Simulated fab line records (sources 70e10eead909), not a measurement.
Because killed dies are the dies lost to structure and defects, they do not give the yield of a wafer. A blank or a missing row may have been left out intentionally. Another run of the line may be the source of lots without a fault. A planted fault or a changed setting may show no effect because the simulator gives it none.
Commonality check across tools ; flow nandHarc ; 4 lots and 12 wafers in the sample

WHY THIS WAS OPENED
At NHARC_END_SORT_01 the reading killedAtPeriphery is flagged on 2 of 4 lots. Fault-free wafers read 3.8, with a standard deviation of 2.8.
Rule: flag the lot when none of its wafers has a number, or when each of its wafers that has one lies beyond 4 standard deviations from that mean. All remaining lots are regarded as sound.

lot;measured;on;killedAtPeriphery, wafer by wafer;flag
L398;day 21 09:07;prober-02;3 4 4;
L396;day 21 10:04;prober-01;5 6 10;
L408;day 23 19:11;prober-01;88 79 79;FLAGGED
L409;day 24 18:34;prober-02;80 31 76;FLAGGED
Average over the flagged lots: 72.2; offset from the usual +68.4, equal to +24 standard deviations.

WHICH TOOL RAN EACH LOT
The record holds 2 process steps before the reading, out of a route of 1159 steps. Each cell gives the tool, then ch followed by the chambers the sampled wafers passed through, then the start.
lot;flag;NHARC_P_BONDPAD_ETCH_37;NHARC_HYBRID_BOND_ACTIVATE_00
L398;;rieDiel-11 ch 1,3, day 8 19:38;rieDiel-11 ch 0,1, day 20 04:37
L396;;rieDiel-05 ch 0,2,3, day 8 05:13;rieDiel-11 ch 1,3, day 20 04:56
L408;FLAGGED;rieDiel-05 ch 1,2, day 10 22:05;rieDiel-11 ch 0,1, day 22 14:49
L409;FLAGGED;rieDiel-05 ch 0,3, day 11 10:25;rieDiel-11 ch 0,3, day 23 05:28
These steps, and what they do:
- NHARC_P_BONDPAD_ETCH_37: etches the open film in N2/H2, target depth 60 nm, overetch 18 nm, time 65.91 s.
- NHARC_HYBRID_BOND_ACTIVATE_00: chemistry N2, time 60 s.
- NHARC_END_SORT_01

FLAGGED AGAINST TOTAL, ONE TOOL AT A TIME (gauges that did the reading follow at the end)
step;tool;lots run;flagged;share of the flagged lots;sound lots run after its first flagged lot
NHARC_P_BONDPAD_ETCH_37;rieDiel-05;3;2;all;0
NHARC_P_BONDPAD_ETCH_37;rieDiel-11;1;0;none;-
NHARC_HYBRID_BOND_ACTIVATE_00;rieDiel-11;4;2;all;0
NHARC_END_SORT_01;prober-01;2;1;some;0
NHARC_END_SORT_01;prober-02;2;1;some;0

WHAT THE TABLE PERMITS
Every flagged lot went through 2 rows of the table: rieDiel-05 at NHARC_P_BONDPAD_ETCH_37 and rieDiel-11 at NHARC_HYBRID_BOND_ACTIVATE_00.
- rieDiel-05 at NHARC_P_BONDPAD_ETCH_37: 2 of its 3 lots flagged. It ran its last sound lot, L396, at day 8 05:13 and its first flagged lot, L408, at day 10 22:05: a fault with its onset between the two fits.
- rieDiel-11 at NHARC_HYBRID_BOND_ACTIVATE_00: 2 of its 4 lots flagged. It ran its last sound lot, L396, at day 20 04:56 and its first flagged lot, L408, at day 22 14:49: a fault with its onset between the two fits.
Counting lots can't tell these 2 tools apart, because each fits a fault that began at some hour. More lots, or a look at what each step does to the wafer, might.

WHAT THE SIMULATOR PUT IN
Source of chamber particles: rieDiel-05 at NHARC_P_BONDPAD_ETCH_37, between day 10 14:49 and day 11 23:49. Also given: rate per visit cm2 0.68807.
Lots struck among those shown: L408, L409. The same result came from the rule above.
